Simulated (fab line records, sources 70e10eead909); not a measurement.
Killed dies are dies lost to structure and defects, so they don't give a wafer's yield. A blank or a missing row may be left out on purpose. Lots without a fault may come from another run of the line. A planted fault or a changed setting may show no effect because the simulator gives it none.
Chamber matching | flow nand_harc | NHARC_P_M0_CMP_23 on cmp-03: 4 sister chambers
The step polishes, t overpolish 20 s, target thk 117.54 nm. 8 wafers are shown with their chamber, then 9 later ones without.

WAFERS WITH THEIR CHAMBER
wafer  | chamber | motor_current_A (A) | time_to_endpoint_s (s)
L077.2 | 3       | 10.6                | 29.2
L077.3 | 1       | 14.1                | 28.0
L077.5 | 3       | 9.9                 | 27.8
L083.3 | 0       | 13.2                | 32.6
L083.5 | 0       | 12.9                | 30.2
L085.1 | 2       | 13.9                | 32.7
L085.4 | 1       | 14.0                | 31.9
L085.6 | 2       | 13.8                | 32.0

WAFERS WITHOUT THEIR CHAMBER
wafer  | motor_current_A (A) | time_to_endpoint_s (s)
L090.2 | 13.4                | 28.1
L090.4 | 14.6                | 29.3
L090.5 | 13.2                | 30.6
L097.1 | 13.8                | 27.5
L097.2 | 10.7                | 32.7
L097.4 | 14.0                | 31.7
L097.3 | 13.2                | 31.5
L097.5 | 14.0                | 30.8
L097.6 | 14.2                | 29.8

WHICH CHAMBER EACH WENT THROUGH
wafer  | from the rows above          | in truth
L090.2 | can't be placed: 0 or 1 or 2 | 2
L090.4 | can't be placed: 1 or 2      | 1
L090.5 | can't be placed: 0 or 2      | 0
L097.1 | can't be placed: 1 or 2 or 0 | 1
L097.2 | 3                            | 3
L097.4 | can't be placed: 2 or 1      | 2
L097.3 | can't be placed: 0 or 2      | 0
L097.5 | can't be placed: 1 or 2      | 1
L097.6 | can't be placed: 1 or 2      | 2
Placed correctly: 1 of 9. Can't be placed from these rows: 8 (the true chamber is among the candidates in 8). Placed wrongly: 0.
How it was worked out, from the rows above alone: a wafer's distance from a chamber is the root of the sum, over the readings, of the square of ((its reading less the chamber's mean) divided by the reading's scatter). The wafer belongs to the nearest chamber; if the next one is less than 2 further off, it can't be placed. A chamber's mean is the mean of its shown wafers. The scatter: the root of (the sum of the squares of (reading less its chamber's mean) over the shown wafers, divided by (wafers less chambers)).
